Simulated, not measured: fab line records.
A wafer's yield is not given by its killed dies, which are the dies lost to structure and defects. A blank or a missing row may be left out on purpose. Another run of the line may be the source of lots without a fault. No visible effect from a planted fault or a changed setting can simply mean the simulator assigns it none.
A struck lot beside a sound one :: flow nand harc :: 14 steps out of a route of 1302
Sound: the wafers L106.1, L106.3, L106.6. The struck wafers were L111.1, L111.6. At the end, the cause is stated.
Each step with rows lists, per side, the tool, then ch with its chambers, then its first start. Under that, the readings that differ: sound wafers :: struck wafers :: difference of the means :: sigmas: that difference in standard deviations of wafers without a fault.
alike: readings whose means differ by less than 2 such deviations, and words and numbers that are the same on both sides. not compared: withheld readings, readings that some wafer has no value for, bounds like >300 that may hide the same value, and numbers for which the record gives no deviation and whose values overlap.
The two part at a step that has a row with sigmas, a row that says differs or no value, or rows on one side only. When numbers do not overlap yet have no deviation, they are printed without sigmas and do not part them. A reading missing from all wafers of one side parts the sides only when that side holds two or more wafers.

first, 1 step without rows for these wafers: NHARC_A_ONON_D1_DEP_12 (target thk 1000 nm).
NHARC_A_ONON_D1_THK_MEAS_14: measures by ellipsometry.
  sound: film metro-01 at day 13 06:04; struck: film metro-02 at day 15 03:51
reading: thk nm (nm)
sound: 1029 1028 1026
struck: 1002 1002
difference: -26
sigmas: -2
then, 2 steps without rows for these wafers: NHARC_A_ONON_D1_ANNEAL_15 (time 3600 s); NHARC_A_ONON_D1_DEP_16 (target thk 1000 nm).
NHARC_A_ONON_D1_THK_MEAS_18: measures by ellipsometry.
  sound: film metro-01 at day 13 13:54; struck: film metro-01 at day 15 14:20
  alike: thk nm
then, no rows for these wafers at 1 step: NHARC_A_ONON_D1_DEP_19 (target thk 1000 nm).
NHARC_A_ONON_D1_THK_MEAS_21: measures by ellipsometry.
  sound: film metro-01 at day 13 14:28; struck: film metro-02 at day 15 14:53
reading: thk nm (nm)
sound: 979 979 980
struck: 1001 1000
difference: +21
sigmas: +3
then, no rows for these wafers at 1 step: NHARC_A_ONON_D1_DEP_22 (target thk 1000 nm).
NHARC_A_ONON_D1_THK_MEAS_24: measures by ellipsometry.
  sound: film metro-01 at day 13 15:02; struck: film metro-02 at day 15 15:28
  alike: thk nm
then, no rows for these wafers at 1 step: NHARC_A_ONON_D1_DEP_25 (target thk 1000 nm).
NHARC_A_ONON_D1_THK_MEAS_27: measures by ellipsometry.
  sound: film metro-01 at day 13 15:35; struck: film metro-02 at day 15 16:01
reading: thk nm (nm)
sound: 1025 1026 1026
struck: 998 997
difference: -28
sigmas: -3
NHARC_A_ONON_D1_DEP_28: target thk 1000 nm.
  sound on pecvd onon-03 ch 0, day 13 15:39; struck on pecvd onon-03 ch 0, day 15 16:04
NHARC_A_ONON_D1_THK_MEAS_30: measures by ellipsometry.
  sound: film metro-01 at day 13 16:10; struck: film metro-01 at day 15 16:45
reading: thk nm (nm)
sound: 995 992 995
struck: 1537 1537
difference: +543
sigmas: +54
  not compared: hold
NHARC_A_ONON_D1_DEP_33: deposits SiO2, target thk 200 nm.
  sound on pecvd-04 ch 0,1,2, day 13 16:13; struck on pecvd-04 ch 0,2, day 15 20:04
reading: hold
sound: - - -
struck: await dispo/3.2h/release await dispo/3.2h/release
difference: no value on the sound wafers
sigmas: 
  alike: heater power w, showerhead vpp V, throttle valve pct
  not compared: since wet clean h

## WHERE THEY PART
Earliest at NHARC_A_ONON_D1_THK_MEAS_14; latest, in this record, at NHARC_A_ONON_D1_DEP_33.

WHY: what had been put in by the simulator
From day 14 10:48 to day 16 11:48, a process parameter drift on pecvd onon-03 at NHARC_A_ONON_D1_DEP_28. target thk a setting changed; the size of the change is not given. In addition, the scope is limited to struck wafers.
